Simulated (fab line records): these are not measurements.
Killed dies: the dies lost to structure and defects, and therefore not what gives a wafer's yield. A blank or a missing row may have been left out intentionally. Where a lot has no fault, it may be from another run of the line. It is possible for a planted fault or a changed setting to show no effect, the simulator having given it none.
A lot that was struck, set against a sound lot	flow n5 finfet	19 steps out of a route of 1938
Sound: wafers L179.2, L179.4, L179.5. The struck wafers were L165.2, L165.4, L165.5. Last of all comes the cause.
For every step that has rows: the tool of each side, followed by ch and its chambers, followed by its first start. Under that, the readings that differ: sound wafers	struck wafers	difference of the means	sigmas: that difference in standard deviations of wafers without a fault.
alike: words and numbers the same on both sides, and readings whose means are apart by under 2 such deviations; not compared: readings that were withheld, readings missing a value for some wafer, numbers with overlapping values and no deviation given by the record, and bounds like >300 which may hide the same value.
Wherever a step has rows on one side only, a row that says differs or no value, or a row with sigmas, the two part there. Non-overlapping numbers with no deviation appear without sigmas and do not part them. A reading that every wafer of one side lacks parts them only if that side has two wafers or more.

first, 9 steps without rows for these wafers: N5_BEOL_M6_DESCUM_16 (chemistry O2, time 7.9 s); N5_BEOL_M6_ETCH_61 (etches SiARC in CF4, target depth 45.5 nm, time 75.8 s); N5_BEOL_M6_ETCH_62 (etches SOC in N2/H2, target depth 110 nm, overetch 22 nm, time 165 s); N5_BEOL_M6_STRIP_68 (strips in N2/H2); N5_BEOL_M6_STRIP_67 (strips in CF4); N5_BEOL_M6_HM_OPEN_17 (chemistry Cl2/BCl3, target TiN, target depth 20 nm, overetch 6 nm); N5_BEOL_M6_STRIP_19 (strips in O2); N5_BEOL_M6_COAT_63 (time 60 s, resist thk 60 nm); N5_BEOL_M6_COAT_64 (time 60 s, resist thk 12 nm).
N5_BEOL_M6_COAT_71: time 60 s, resist thk 5 nm.
  sound on litho track-02 ch 0, day 13 19:58; struck on litho track-02 ch 0, day 10 19:29
reading	sound	struck	difference	sigmas
plate temp C (C)	204.50 204.69 204.96	205.18 205.02 205.23	+0.43	+3
spin speed rpm (rpm)	1500.6 1500.9 1499.0	1247.3 1248.2 1249.1	-252.0	-99 or more
model.underlayer_of_BEOL_M6_COAT_71.thk nm (nm)	5 5 5	5.6 5.4 5.6	+0.5	
then, 7 steps without rows for these wafers: N5_BEOL_M6_COAT_22 (resist thk 30 nm); N5_BEOL_M6_EBR_24; N5_BEOL_M6_SOFTBAKE_23 (time 60 s); N5_BEOL_M6_EXPOSE_25 (exposes mask V5, target cd 40 nm); N5_BEOL_M6_PEB_26 (peb time 60 s); N5_BEOL_M6_DEVELOP_27 (develop time 30 s); N5_BEOL_M6_DESCUM_33 (chemistry O2, time 7 s).
N5_BEOL_M6_ETCH_72: etches underlayer in N2/H2, target depth 6.5 nm, time 5.2 s.
  sound on rie diel-06 ch 0,2,3, day 13 20:54; struck on rie diel-03 ch 0,1,3, day 10 19:59
reading	sound	struck	difference	sigmas
etch rf on time s (s)	5.14 5.10 5.08	5.81 5.68 5.64	+0.60	+4
model.etch.depth nm (nm)	5.024 5.015 5.005	5.504 5.488 5.502	+0.483	
  alike: drypump motor current A, oes product au, rf vpp V, showerhead plenum p Torr, throttle valve pct
  not compared: rf hours counter h
then, 1 step without rows for these wafers: N5_BEOL_M6_ETCH_65 (etches SiARC in CF4, target depth 15.6 nm, time 26 s).

## WHERE THEY PART
First at N5_BEOL_M6_COAT_71; last, within this record, at N5_BEOL_M6_ETCH_72.

WHY: whatever the simulator had introduced
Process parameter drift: litho track-02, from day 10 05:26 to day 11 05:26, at N5_BEOL_M6_COAT_71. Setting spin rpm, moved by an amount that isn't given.
